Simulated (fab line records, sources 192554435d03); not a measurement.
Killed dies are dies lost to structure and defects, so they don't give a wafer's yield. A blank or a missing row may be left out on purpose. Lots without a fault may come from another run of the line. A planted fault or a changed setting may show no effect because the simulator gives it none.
A struck lot beside a sound one | flow n5_finfet | 37 steps out of a route of 1938
Sound: wafers L984.1, L984.4, L984.5. Struck: wafers L988.2, L988.5, L988.6. The cause comes at the end.
At each step with rows: each side's tool, then ch and its chambers, then its first start. Under that, the readings that differ: sound wafers | struck wafers | difference of the means | sigmas: that difference in standard deviations of wafers without a fault.
alike: readings whose means differ by less than 2 such deviations, and words and numbers that are the same on both sides. not compared: withheld readings, readings that some wafer has no value for, bounds like >300 that may hide the same value, and numbers for which the record gives no deviation and whose values overlap.
The two part at a step that has a row with sigmas, a row that says differs or no value, or rows on one side only. Numbers that don't overlap but have no deviation are shown without sigmas and don't part them. A reading that every wafer of one side lacks parts them only if that side has two wafers or more.

first, 9 steps without rows for these wafers: N5_BEOL_M4_ANNEAL_95 (time 240 s); N5_BEOL_M4_SPUTTER_96 (material Cu, target thk 4.5 nm, time 8.29 s); N5_BEOL_M4_ECD_50 (material Cu, target thk 300 nm); N5_BEOL_M4_ANNEAL_51 (time 90 s); N5_BEOL_M4_CMP_52 (polishes, stops on SiOC, t overpolish 6.8 s, target thk 40 nm); N5_BEOL_M4_PRE_CLEAN_60 (time 15 s); N5_BEOL_M4_CO_CAP_55 (material Co, precursor CCTBA/H2, target thk 2 nm, time 102.1 s); N5_BEOL_M4_PRE_CLEAN_56 (time 15 s); N5_BEOL_M4_DEP_57 (deposits SiCN from 3MS/NH3, target thk 8 nm, time 14 s).
N5_BEOL_M4_RC_MEAS_101:
  sound on prober-01 ch 0, day 8 15:57; struck on prober-01 ch 0, day 9 19:29
  alike: DIBL_N, DIBL_P, IOFF_N, IOFF_P, ION_N, ION_P, SS_N, SS_P, VT_N, VT_P
then, 24 steps without rows for these wafers: N5_BEOL_M5_ILD_DEP_00 (deposits SiCOH lowk from DEMS/porogen, target thk 140.64 nm, time 25.9 s); N5_BEOL_M5_CURE_79 (cures SiCOH lowk, time 240 s); N5_BEOL_M5_PECVD_70 (deposits SiO2 from TEOS/O2, target thk 16 nm, time 18 s); N5_BEOL_M5_HM_DEP_02 (deposits TiN, target thk 20 nm); N5_BEOL_M5_COAT_59 (time 60 s, resist thk 60 nm); N5_BEOL_M5_COAT_60 (time 60 s, resist thk 12 nm); N5_BEOL_M5_COAT_71 (time 60 s, resist thk 5 nm); N5_BEOL_M5_COAT_05 (resist thk 30 nm); N5_BEOL_M5_EBR_07; N5_BEOL_M5_SOFTBAKE_06 (time 60 s); N5_BEOL_M5_EXPOSE_08 (exposes mask M5, target cd 28 nm); N5_BEOL_M5_PEB_09 (peb time 60 s); N5_BEOL_M5_DEVELOP_10 (develop time 30 s); N5_BEOL_M5_DESCUM_16 (chemistry O2, time 7 s); N5_BEOL_M5_ETCH_72 (etches underlayer in N2/H2, target depth 6.5 nm, time 5.2 s); N5_BEOL_M5_ETCH_61 (etches SiARC in CF4, target depth 15.6 nm, time 26 s); N5_BEOL_M5_ETCH_62 (etches SOC in N2/H2, target depth 75 nm, overetch 15 nm, time 112.5 s); N5_BEOL_M5_STRIP_63 (strips in N2/H2); N5_BEOL_M5_STRIP_73 (strips in N2/H2); N5_BEOL_M5_STRIP_64 (strips in CF4); N5_BEOL_M5_HM_OPEN_17 (chemistry Cl2/BCl3, target TiN, target depth 20 nm, overetch 6 nm); N5_BEOL_M5_STRIP_19 (strips in O2); N5_BEOL_M5_COAT_65 (time 60 s, resist thk 60 nm); N5_BEOL_M5_COAT_66 (time 60 s, resist thk 12 nm).
N5_BEOL_M6_ILD_DEP_00: deposits SiCOH lowk from DEMS/porogen, target thk 179.75 nm, time 33.4 s.
  sound on pecvd-01 ch 0,1, day 9 04:10; struck on pecvd-04 ch 0,1,2, day 10 12:16
  no value came back on the struck wafers for any of 6 readings (chamber_pressure_Torr (Torr), heater_power_outer_w (W) and others); on the sound wafers chamber_pressure_Torr (Torr) reads 4.993 5.028 4.999
  not compared: since_wet_clean_h
N5_BEOL_M6_OCD_MEAS_38:
  sound on ocd-02, day 9 10:04; struck on ocd-01, day 10 19:01
  reading              | sound          | struck | difference                    | sigmas
  trench_depth_nm (nm) | 95.0 95.1 89.3 | - - -  | no value on the struck wafers |
-- the record jumps here: 3 days lie between the struck wafers' starts before and after (it left off in module BEOL_M6 and takes up again in module PASSIVATION, whose first step shown is number 1936 of the route) --
N5_PASSIVATION_PROBE_49:
  sound on prober-02, day 12 21:04; struck on prober-01, day 14 04:34
  reading                  | sound          | struck         | difference | sigmas
  defect_limited_yield (%) | 90.0 91.4 90.6 | 0 0 0          | -91        | -65
  killed_at_M0_to_M3       | 42 35 31       | 6 4 8          | -30        | -3
  killed_at_M4_up          | 22 12 15       | 1164 1168 1164 | +1149      | +99 or more
  killed_at_front_end      | 43 42 57       | 8 4 6          | -41        | -4
  killed_dies              | 118 101 111    | 1180 1180 1180 | +1070      | +63
  killed_on_rim            | 12 12 11       | 152 152 152    | +140       | +33
  killed_open              | 71 65 73       | 12 5 9         | -61        | -4
  killed_short             | 46 36 38       | 6 9 8          | -32        | -4
  sort_bin_5_function (%)  | 6.0 4.6 5.0    | 73.6 71.6 72.7 | +67.4      | +68
  sort_n_pass              | 1062 1079 1069 | 0 0 0          | -1070      | -63
  sort_yield_pct (%)       | 90.0 91.4 90.6 | 0 0 0          | -91        | -60
  alike: killed_at_contacts, killed_at_other, sort_bin_6_memory

WHERE THEY PART
First at N5_BEOL_M6_ILD_DEP_00; last, within this record, at N5_PASSIVATION_PROBE_49.

WHY: what the simulator had put in
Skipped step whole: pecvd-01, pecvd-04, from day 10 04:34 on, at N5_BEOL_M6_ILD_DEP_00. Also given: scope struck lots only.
